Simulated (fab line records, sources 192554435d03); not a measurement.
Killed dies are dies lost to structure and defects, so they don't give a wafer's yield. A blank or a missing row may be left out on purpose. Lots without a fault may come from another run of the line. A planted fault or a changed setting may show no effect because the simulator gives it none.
Chamber matching | flow n5_finfet | N5_BEOL_M3_ETCH_70 on rie_diel-01: 4 sister chambers
The step etches SOC in N2/H2, target depth 80 nm, overetch 16 nm, time 120 s. 8 wafers are shown with their chamber, then 11 later ones without.

WAFERS WITH THEIR CHAMBER
wafer  | chamber | drypump_motor_current_A (A) | showerhead_plenum_p_Torr (Torr)
L076.6 | 1       | 5.0                         | 2.71
L079.5 | 0       | 6.7                         | 2.64
L084.2 | 2       | 5.4                         | 2.62
L084.4 | 0       | 6.7                         | 2.63
L084.6 | 2       | 5.4                         | 2.62
L091.1 | 1       | 5.1                         | 2.70
L091.4 | 3       | 5.7                         | 2.47
L092.2 | 3       | 5.7                         | 2.47

WAFERS WITHOUT THEIR CHAMBER
wafer  | drypump_motor_current_A (A) | showerhead_plenum_p_Torr (Torr)
L092.4 | 6.7                         | 2.62
L092.5 | 5.0                         | 2.70
L094.1 | 5.7                         | 2.46
L094.2 | 6.7                         | 2.62
L094.3 | 5.0                         | 2.70
L096.3 | 6.7                         | 2.62
L096.4 | 5.0                         | 2.69
L096.5 | 6.7                         | 2.62
L097.4 | 6.7                         | 2.62
L097.5 | 6.7                         | 2.62
L097.6 | 5.0                         | 2.69

WHICH CHAMBER EACH WENT THROUGH
wafer  | from the rows above | in truth
L092.4 | 0                   | 0
L092.5 | 1                   | 1
L094.1 | 3                   | 3
L094.2 | 0                   | 0
L094.3 | 1                   | 1
L096.3 | 0                   | 0
L096.4 | 1                   | 1
L096.5 | 0                   | 0
L097.4 | 0                   | 0
L097.5 | 0                   | 0
L097.6 | 1                   | 1
Placed correctly: 11 of 11. Can't be placed from these rows: 0. Placed wrongly: 0.
How it was worked out, from the rows above alone: a wafer's distance from a chamber is the root of the sum, over the readings, of the square of ((its reading less the chamber's mean) divided by the reading's scatter). The wafer belongs to the nearest chamber; if the next one is less than 2 further off, it can't be placed. A chamber's mean is the mean of its shown wafers. The scatter: the root of (the sum of the squares of (reading less its chamber's mean) over the shown wafers, divided by (wafers less chambers)).
